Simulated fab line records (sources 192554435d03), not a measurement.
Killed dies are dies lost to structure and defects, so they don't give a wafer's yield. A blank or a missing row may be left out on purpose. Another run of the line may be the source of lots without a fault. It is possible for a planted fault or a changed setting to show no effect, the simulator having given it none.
Which tool was responsible? :: flow n5_finfet :: Sampling: 10 lots, 29 wafers, 2 of 1938 route steps

## WHAT THE GAUGES READ, wafer by wafer
N5_MIM_BOT_LITHO_OVL_MEAS_11. Usual: MIM_BOT_OVL 4 nm, standard deviation 5.2.
lot: L264
measured: day 13 07:11
on: overlay-01
MIM_BOT_OVL (nm): 2 1 -5
flag: 

lot: L265
measured: day 13 14:52
on: overlay-01
MIM_BOT_OVL (nm): 1 2 4
flag: 

lot: L266
measured: day 13 18:38
on: overlay-02
MIM_BOT_OVL (nm): 0 3 0
flag: 

lot: L267
measured: day 13 23:04
on: overlay-01
MIM_BOT_OVL (nm): 5 17
flag: 

lot: L268
measured: day 14 09:49
on: overlay-02
MIM_BOT_OVL (nm): 12 6 8
flag: 

lot: L269
measured: day 14 15:16
on: overlay-01
MIM_BOT_OVL (nm): 6 3 13
flag: 

lot: L278
measured: day 17 02:28
on: overlay-01
MIM_BOT_OVL (nm): 5 9 1
flag: 

lot: L285
measured: day 18 15:35
on: overlay-01
MIM_BOT_OVL (nm): 1 4 7
flag: 

lot: L287
measured: day 19 06:28
on: overlay-02
MIM_BOT_OVL (nm): -6 4 -1
flag: 

lot: L286
measured: day 19 17:10
on: overlay-01
MIM_BOT_OVL (nm): 17 6 15
flag: 

## WHICH TOOL RAN EACH LOT (tool, then ch and the chambers of the sampled wafers, then the start)
lot: L264
N5_BEOL_M13_ECD_47: ecd_cu-01 ch 0,1, day 12 13:35

lot: L265
N5_BEOL_M13_ECD_47: ecd_cu-02 ch 0,1, day 12 23:13

lot: L266
N5_BEOL_M13_ECD_47: ecd_cu-02 ch 0,1, day 13 00:04

lot: L267
N5_BEOL_M13_ECD_47: ecd_cu-01 ch 0,1, day 13 03:46

lot: L268
N5_BEOL_M13_ECD_47: ecd_cu-02 ch 0,1, day 13 16:38

lot: L269
N5_BEOL_M13_ECD_47: ecd_cu-02 ch 0,1, day 13 22:26

lot: L278
N5_BEOL_M13_ECD_47: ecd_cu-02 ch 0,1, day 16 06:20

lot: L285
N5_BEOL_M13_ECD_47: ecd_cu-01 ch 0,1, day 17 19:23

lot: L287
N5_BEOL_M13_ECD_47: ecd_cu-01 ch 1, day 18 15:16

lot: L286
N5_BEOL_M13_ECD_47: ecd_cu-02 ch 0,1, day 18 16:37
- N5_BEOL_M13_ECD_47: material Cu, target thk 936 nm.

## AS READ BY THE TOOLS THEMSELVES (means over the sampled wafers that have a number; for cases with no such wafer, the mark the record gives instead)
The record holds no such reading with a usual standard deviation.

## THE ANSWER, worked out from the rows above alone
Rule: lot off if the mean of its wafers having a number is beyond 3 standard deviations from the usual mean. A lot without any number at a reading at which 4 lots or more have one is off too. The other lots that the step has rows for count as sound. The gauges are gone through in route order, then the tools' own readings, and for those a lot's mean is taken as printed above. At the first step where some lot is off, the reading lying furthest off is the one used; lots without a number count as furthest.
None of the lots is off at any reading shown; this tells nothing.

## WHAT THE SIMULATOR HAD INSERTED
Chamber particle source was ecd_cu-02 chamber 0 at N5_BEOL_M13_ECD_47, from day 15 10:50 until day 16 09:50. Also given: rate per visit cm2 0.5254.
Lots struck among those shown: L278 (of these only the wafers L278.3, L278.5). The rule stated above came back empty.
